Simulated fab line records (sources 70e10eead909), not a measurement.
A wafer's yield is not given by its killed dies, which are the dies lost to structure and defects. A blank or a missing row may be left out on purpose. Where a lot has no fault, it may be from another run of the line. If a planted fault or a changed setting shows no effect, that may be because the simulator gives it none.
Chamber matching || flow nand_harc || NHARC_A_CHANNEL_FILL_D2_ALD_16 on ald_hk-02 has 4 sister chambers
The step deposits SiO2, target thk 1.5 nm, pulse time 10 s, ald cycles 15. 8 wafers are shown with their chamber, then 7 later ones without.

== WAFERS PAIRED WITH THEIR CHAMBERS ==
{"wafer": "L075.4", "chamber": 3, "heater_power_w (W)": 496, "precursor_pulse_height_rel": 1.004}
{"wafer": "L075.2", "chamber": 2, "heater_power_w (W)": 441, "precursor_pulse_height_rel": 0.992}
{"wafer": "L074.4", "chamber": 3, "heater_power_w (W)": 491, "precursor_pulse_height_rel": 1.001}
{"wafer": "L084.2", "chamber": 2, "heater_power_w (W)": 454, "precursor_pulse_height_rel": 0.994}
{"wafer": "L084.3", "chamber": 1, "heater_power_w (W)": 504, "precursor_pulse_height_rel": 0.989}
{"wafer": "L084.4", "chamber": 0, "heater_power_w (W)": 519, "precursor_pulse_height_rel": 1.024}
{"wafer": "L089.1", "chamber": 0, "heater_power_w (W)": 539, "precursor_pulse_height_rel": 0.988}
{"wafer": "L089.2", "chamber": 1, "heater_power_w (W)": 500, "precursor_pulse_height_rel": 1.013}

== WAFERS WITHOUT THEIR CHAMBER ==
{"wafer": "L089.3", "heater_power_w (W)": 518, "precursor_pulse_height_rel": 1.020}
{"wafer": "L093.1", "heater_power_w (W)": 463, "precursor_pulse_height_rel": 1.000}
{"wafer": "L093.3", "heater_power_w (W)": 499, "precursor_pulse_height_rel": 0.975}
{"wafer": "L093.5", "heater_power_w (W)": 523, "precursor_pulse_height_rel": 0.993}
{"wafer": "L095.1", "heater_power_w (W)": 500, "precursor_pulse_height_rel": 1.017}
{"wafer": "L095.3", "heater_power_w (W)": 537, "precursor_pulse_height_rel": 0.996}
{"wafer": "L095.4", "heater_power_w (W)": 454, "precursor_pulse_height_rel": 1.023}

== WHICH CHAMBER EACH ONE RAN IN ==
{"wafer": "L089.3", "from the rows above": "can't be placed: 0 or 1 or 3", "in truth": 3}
{"wafer": "L093.1", "from the rows above": "can't be placed: 2 or 3", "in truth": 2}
{"wafer": "L093.3", "from the rows above": "can't be placed: 1 or 3", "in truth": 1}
{"wafer": "L093.5", "from the rows above": "can't be placed: 0 or 1", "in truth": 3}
{"wafer": "L095.1", "from the rows above": "can't be placed: 1 or 3", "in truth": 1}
{"wafer": "L095.3", "from the rows above": 0, "in truth": 0}
{"wafer": "L095.4", "from the rows above": 2, "in truth": 2}
Correctly placed: 2 of 7. Cannot be placed on the basis of these rows: 5; the candidates contain the true chamber in 4. Number placed wrongly: 0.
How it was worked out, from the rows above alone: a wafer's distance from a chamber is the root of the sum, over the readings, of the square of ((its reading less the chamber's mean) divided by the reading's scatter). The wafer belongs to the nearest chamber; if the next one is less than 2 further off, it can't be placed. For every chamber, the mean is computed from those of its wafers that are shown. The scatter: the root of (the sum of the squares of (reading less its chamber's mean) over the shown wafers, divided by (wafers less chambers)).
